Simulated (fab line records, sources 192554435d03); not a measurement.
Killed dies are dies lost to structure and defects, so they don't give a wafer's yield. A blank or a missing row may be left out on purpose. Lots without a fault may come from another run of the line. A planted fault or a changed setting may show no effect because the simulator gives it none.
Chamber matching | flow n5_finfet | N5_BEOL_M6_STRIP_19 on rie_diel-03: 4 sister chambers
The step strips in O2. 18 wafers are shown with their chamber, then 9 later ones without.

WAFERS WITH THEIR CHAMBER
wafer  | chamber | drypump_motor_current_A (A) | throttle_valve_pct (%) | showerhead_plenum_p_Torr (Torr)
L076.3 | 0       | 5.7                         | 16.90                  | 1.98
L076.4 | 3       | 5.4                         | 16.38                  | 2.22
L076.6 | 2       | 5.1                         | 16.68                  | 2.07
L075.2 | 0       | 5.7                         | 16.90                  | 1.98
L075.4 | 1       | 5.9                         | 16.83                  | 2.12
L075.5 | 1       | 5.9                         | 16.83                  | 2.12
L077.2 | 0       | 5.7                         | 16.93                  | 1.98
L077.4 | 2       | 5.1                         | 16.70                  | 2.07
L077.5 | 2       | 5.1                         | 16.68                  | 2.07
L080.2 | 1       | 5.9                         | 16.86                  | 2.12
L080.3 | 0       | 5.7                         | 16.94                  | 1.98
L080.4 | 3       | 5.4                         | 16.38                  | 2.22
L085.2 | 3       | 5.5                         | 16.44                  | 2.20
L085.4 | 1       | 5.9                         | 16.92                  | 2.11
L085.6 | 0       | 5.7                         | 16.53                  | 2.23
L090.1 | 1       | 5.9                         | 16.95                  | 2.11
L090.3 | 0       | 5.6                         | 16.53                  | 2.23
L090.6 | 1       | 5.9                         | 16.94                  | 2.11

SIGNATURES (means of the wafers above)
reading                  | chamber 0 | chamber 1 | chamber 2 | chamber 3 | scatter within a chamber
drypump_motor_current_A  | 5.683     | 5.900     | 5.100     | 5.433     | 0.0327
throttle_valve_pct       | 16.7883   | 16.8883   | 16.6867   | 16.4000   | 0.125
showerhead_plenum_p_Torr | 2.0633    | 2.1150    | 2.0700    | 2.2133    | 0.0773
Rule: a wafer's distance from a chamber is the root of the sum, over the readings, of the square of ((its reading less the chamber's mean) divided by the reading's scatter). The wafer belongs to the nearest chamber; if the next one is less than 2 further off, it can't be placed. The scatter: the root of (the sum of the squares of (reading less its chamber's mean) over the shown wafers, divided by (wafers less chambers)).

WAFERS WITHOUT THEIR CHAMBER
wafer  | drypump_motor_current_A (A) | throttle_valve_pct (%) | showerhead_plenum_p_Torr (Torr)
L089.3 | 5.4                         | 16.46                  | 2.20
L089.5 | 5.7                         | 16.53                  | 2.23
L089.6 | 5.4                         | 16.48                  | 2.20
L091.1 | 5.4                         | 16.45                  | 2.20
L091.2 | 5.9                         | 16.95                  | 2.11
L091.3 | 5.7                         | 16.55                  | 2.23
L096.1 | 5.4                         | 16.49                  | 2.20
L096.4 | 5.1                         | 16.30                  | 2.06
L096.5 | 5.4                         | 16.47                  | 2.20

WHICH CHAMBER EACH WENT THROUGH
wafer  | from the rows above | in truth
L089.3 | 3                   | 3
L089.5 | 0                   | 0
L089.6 | 3                   | 3
L091.1 | 3                   | 3
L091.2 | 1                   | 1
L091.3 | 0                   | 0
L096.1 | 3                   | 3
L096.4 | 2                   | 2
L096.5 | 3                   | 3
Placed correctly: 9 of 9. Can't be placed from these rows: 0. Placed wrongly: 0.
